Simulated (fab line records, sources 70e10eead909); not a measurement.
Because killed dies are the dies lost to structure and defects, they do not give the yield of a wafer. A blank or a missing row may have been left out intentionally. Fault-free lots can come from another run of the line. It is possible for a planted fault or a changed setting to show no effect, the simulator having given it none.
What tool caused it? -- flow nand harc -- Sampling: 24 lots, 72 wafers, 4 of 1302 route steps

## WHAT THE GAUGES SHOWED, per wafer
NHARC_A_BONDPAD_OVL_MEAS_35. Usual: overlay x nm 0 nm, standard deviation 3.5; overlay y nm -2 nm, standard deviation 5.4.
lot,measured,on,overlay x nm (nm),overlay y nm (nm),flag
L074,day 23 06:27,overlay-01,-4 -5 -5,-8 -8 -8,
L075,day 23 12:32,overlay-01,2 2 2,0 0 0,
L076,day 23 13:37,overlay-02,4 3 4,12 13 12,
L077,day 24 02:40,overlay-02,-2 -2 -1,-1 0 -1,
L078,day 24 13:12,overlay-02,4 4 4,2 2 2,
L079,day 24 19:58,overlay-01,0 1 1,6 5 5,
L080,day 25 12:34,overlay-01,0 0 0,1 1 1,
L081,day 26 05:56,overlay-02,-1 -1 -1,-8 -8 -8,
L083,day 26 18:53,overlay-02,-5 -6 -5,-6 -5 -6,
L082,day 26 20:08,overlay-02,2 1 2,3 3 3,
L084,day 27 20:49,overlay-02,1 1 1,-3 -3 -3,
L085,day 27 22:02,overlay-01,1 1 1,-12 -12 -12,
L087,day 28 10:30,overlay-01,-3 -2 -2,0 0 0,
L088,day 28 13:02,overlay-01,4 3 3,5 4 5,
L086,day 28 13:36,overlay-02,2 2 2,-3 -3 -4,
L089,day 28 14:53,overlay-02,5 5 5,0 0 1,
L091,day 29 15:48,overlay-02,-6 -6 -6,-1 -1 -1,
L090,day 29 17:18,overlay-02,-5 -6 -6,-1 -1 -1,
L092,day 30 12:10,overlay-02,-6 -5 -6,0 1 0,
L093,day 30 16:46,overlay-01,-4 -4 -4,-4 -4 -4,
L094,day 30 21:07,overlay-02,5 5 5,-11 -10 -10,
L095,day 31 14:58,overlay-02,-3 -3 -3,-6 -6 -6,
L096,day 31 15:47,overlay-02,2 2 2,-7 -7 -6,
L097,day 33 09:39,overlay-02,-1 -1 0,-8 -8 -8,

## WHAT TOOL EACH LOT RAN ON (gives the tool, then ch and the chambers of the sampled wafers, and finally the start)
lot,NHARC_A_M0_DEP_32,NHARC_A_M1_STRIP_18,NHARC_A_M1_DEGAS_29
L074,"pecvd-02 ch 1,2, day 23 00:34","rie diel-03 ch 0,1,2, day 23 02:14","pvd sputter-02, day 23 02:53"
L075,"pecvd-03 ch 0,1, day 23 06:31","rie diel-05 ch 0,1,3, day 23 08:21","pvd sputter-02, day 23 08:56"
L076,"pecvd-04 ch 0,2, day 23 07:34","rie diel-03 ch 0,2,3, day 23 09:23","pvd sputter-02, day 23 10:02"
L077,"pecvd-04 ch 0,1, day 23 20:37","rie diel-03 ch 1,2,3, day 23 22:26","pvd sputter-02, day 23 23:05"
L078,"pecvd-04 ch 0,1, day 24 07:02","rie diel-13 ch 0,1,2, day 24 08:48","pvd sputter-01, day 24 09:28"
L079,"pecvd-02 ch 0,1,2, day 24 13:56","rie diel-13 ch 0,2,3, day 24 15:46","pvd sputter-03, day 24 16:24"
L080,"pecvd-03 ch 0,1,2, day 25 06:34","rie diel-13 ch 1,2,3, day 25 08:22","pvd sputter-03, day 25 09:01"
L081,"pecvd-04 ch 0,1,2, day 26 00:02","rie diel-05 ch 0,1,2, day 26 01:46","pvd sputter-01, day 26 02:22"
L083,"pecvd-04 ch 0,1,2, day 26 12:31","rie diel-05 ch 0,1, day 26 14:40","pvd sputter-01, day 26 15:19"
L082,"pecvd-03 ch 0,1,2, day 26 14:14","rie diel-05 ch 0,2,3, day 26 15:59","pvd sputter-03, day 26 16:34"
L084,"pecvd-02 ch 1,2, day 27 14:17","rie diel-05 ch 0,3, day 27 16:07","pvd sputter-01, day 27 17:05"
L085,"pecvd-02 ch 0,1, day 27 16:16","rie diel-13 ch 0,2, day 27 17:57","pvd sputter-03, day 27 18:35"
L087,"pecvd-04 ch 0,1,2, day 28 04:34","rie diel-05 ch 0,1,3, day 28 06:21","pvd sputter-03, day 28 06:56"
L088,"pecvd-02 ch 0,1, day 28 07:04","rie diel-13 ch 0,3, day 28 08:49","pvd sputter-01, day 28 09:28"
L086,"pecvd-02 ch 1,2, day 28 07:36","rie diel-13 ch 1,2,3, day 28 09:23","pvd sputter-03, day 28 10:02"
L089,"pecvd-04 ch 1,2, day 28 08:59","rie diel-13 ch 0,2,3, day 28 10:40","pvd sputter-02, day 28 11:18"
L091,"pecvd-04 ch 0,1,2, day 29 09:52","rie diel-05 ch 1,2,3, day 29 11:41","pvd sputter-01, day 29 12:18"
L090,"pecvd-04 ch 1,2, day 29 11:17","rie diel-03 ch 1,2,3, day 29 13:06","pvd sputter-01, day 29 13:44"
L092,"pecvd-04 ch 0,2, day 30 06:06","rie diel-03 ch 1,2,3, day 30 07:57","pvd sputter-01, day 30 08:35"
L093,"pecvd-04 ch 0,1, day 30 10:47","rie diel-13 ch 0,1,2, day 30 12:35","pvd sputter-02, day 30 13:13"
L094,"pecvd-02 ch 0,1,2, day 30 15:14","rie diel-03 ch 1,2,3, day 30 17:02","pvd sputter-02, day 30 17:41"
L095,"pecvd-04 ch 0,1, day 31 09:04","rie diel-03 ch 1,2,3, day 31 10:56","pvd sputter-01, day 31 11:32"
L096,"pecvd-04 ch 1,2, day 31 09:46","rie diel-13 ch 1,2, day 31 11:36","pvd sputter-02, day 31 12:14"
L097,"pecvd-03 ch 0,1, day 33 03:40","rie diel-03 ch 0,1,3, day 33 05:29","pvd sputter-02, day 33 06:05"
- NHARC_A_M0_DEP_32: deposits SiCN, target thk 30 nm.
- NHARC_A_M1_STRIP_18: strips in N2/H2.
- NHARC_A_M1_DEGAS_29: time 60 s.

## WHAT THE TOOLS THEMSELVES READ (means of the sampled wafers that have a number; where no wafer has one, the mark that the record gives instead)
NHARC_A_M0_DEP_32. Usual: 557 W for heater power w, sd 62.
lot,tool,heater power w (W),flag
L074,pecvd-02,522,
L075,pecvd-03,600,
L076,pecvd-04,537,
L077,pecvd-04,553,
L078,pecvd-04,596,
L079,pecvd-02,568,
L080,pecvd-03,587,
L081,pecvd-04,561,
L083,pecvd-04,549,
L082,pecvd-03,578,
L084,pecvd-02,568,
L085,pecvd-02,573,
L087,pecvd-04,526,
L088,pecvd-02,582,
L086,pecvd-02,560,
L089,pecvd-04,538,
L091,pecvd-04,567,
L090,pecvd-04,498,
L092,pecvd-04,560,
L093,pecvd-04,539,
L094,pecvd-02,548,
L095,pecvd-04,503,
L096,pecvd-04,556,
L097,pecvd-03,559,

NHARC_A_M1_STRIP_18. Usual: drypump motor current A 5.8 A, standard deviation 0.46; oes product au 0.999 a.u., standard deviation 0.01; rf vpp V 90.7 V, standard deviation 0.9; showerhead plenum p Torr 2.05 Torr, standard deviation 0.085; throttle valve pct 14.171 %, standard deviation 0.0094.
lot,tool,drypump motor current A (A),oes product au (a.u.),rf vpp V (V),showerhead plenum p Torr (Torr),throttle valve pct (%),flag
L074,rie diel-03,5.3,0.989,89.9,1.98,14.173,
L075,rie diel-05,5.8,0.992,90.6,2.13,14.173,
L076,rie diel-03,5.6,1.000,91.3,2.00,14.167,
L077,rie diel-03,5.7,0.998,90.0,1.99,14.177,
L078,rie diel-13,6.0,0.993,91.0,2.04,14.183,
L079,rie diel-13,6.1,0.993,90.4,2.02,14.162,
L080,rie diel-13,6.1,1.001,90.7,1.99,14.170,
L081,rie diel-05,5.6,1.004,91.4,2.14,14.166,
L083,rie diel-05,5.7,0.987,91.5,2.10,14.177,
L082,rie diel-05,5.9,0.992,91.3,2.13,14.166,
L084,rie diel-05,6.1,1.005,91.4,2.12,14.164,
L085,rie diel-13,6.0,0.989,90.9,2.07,14.172,
L087,rie diel-05,5.8,0.998,91.5,2.13,14.175,
L088,rie diel-13,6.4,1.003,91.0,2.04,14.182,
L086,rie diel-13,6.1,1.001,90.5,1.98,14.174,
L089,rie diel-13,6.1,0.992,90.3,2.02,14.166,
L091,rie diel-05,5.6,1.001,92.2,2.18,14.165,
L090,rie diel-03,5.7,1.005,90.6,1.99,14.173,
L092,rie diel-03,5.7,1.009,90.8,1.99,14.181,
L093,rie diel-13,6.0,1.004,90.8,2.04,14.169,
L094,rie diel-03,5.7,1.001,89.8,1.99,14.170,
L095,rie diel-03,5.7,0.997,90.2,1.99,14.166,
L096,rie diel-13,6.0,0.997,90.5,2.00,14.169,
L097,rie diel-03,5.4,0.995,89.7,2.00,14.163,

NHARC_A_M1_DEGAS_29. Usual: 330 W for heater power w, sd 17.
lot,tool,heater power w (W),flag
L074,pvd sputter-02,321,
L075,pvd sputter-02,314,
L076,pvd sputter-02,319,
L077,pvd sputter-02,327,
L078,pvd sputter-01,332,
L079,pvd sputter-03,353,
L080,pvd sputter-03,337,
L081,pvd sputter-01,332,
L083,pvd sputter-01,333,
L082,pvd sputter-03,340,
L084,pvd sputter-01,331,
L085,pvd sputter-03,363,
L087,pvd sputter-03,337,
L088,pvd sputter-01,329,
L086,pvd sputter-03,336,
L089,pvd sputter-02,316,
L091,pvd sputter-01,342,
L090,pvd sputter-01,332,
L092,pvd sputter-01,325,
L093,pvd sputter-02,327,
L094,pvd sputter-02,324,
L095,pvd sputter-01,330,
L096,pvd sputter-02,332,
L097,pvd sputter-02,313,

## THE ANSWER, worked out from the rows above alone
Rule: a lot is off if the mean of its wafers that have a number lies more than 3 standard deviations from the usual mean. Also off: a lot with no number at a reading for which 4 or more lots have one. The other lots that the step has rows for count as sound. After the gauges, taken in route order, come the tools' own readings; for these a lot's mean is taken, as printed above. The first step at which some lot is off is used, and at that step the reading that is off furthest; a lot without a number counts as furthest.
Nothing can be told from this: no lot is off at any reading shown.

## WHAT THE SIMULATOR HAD PUT IN
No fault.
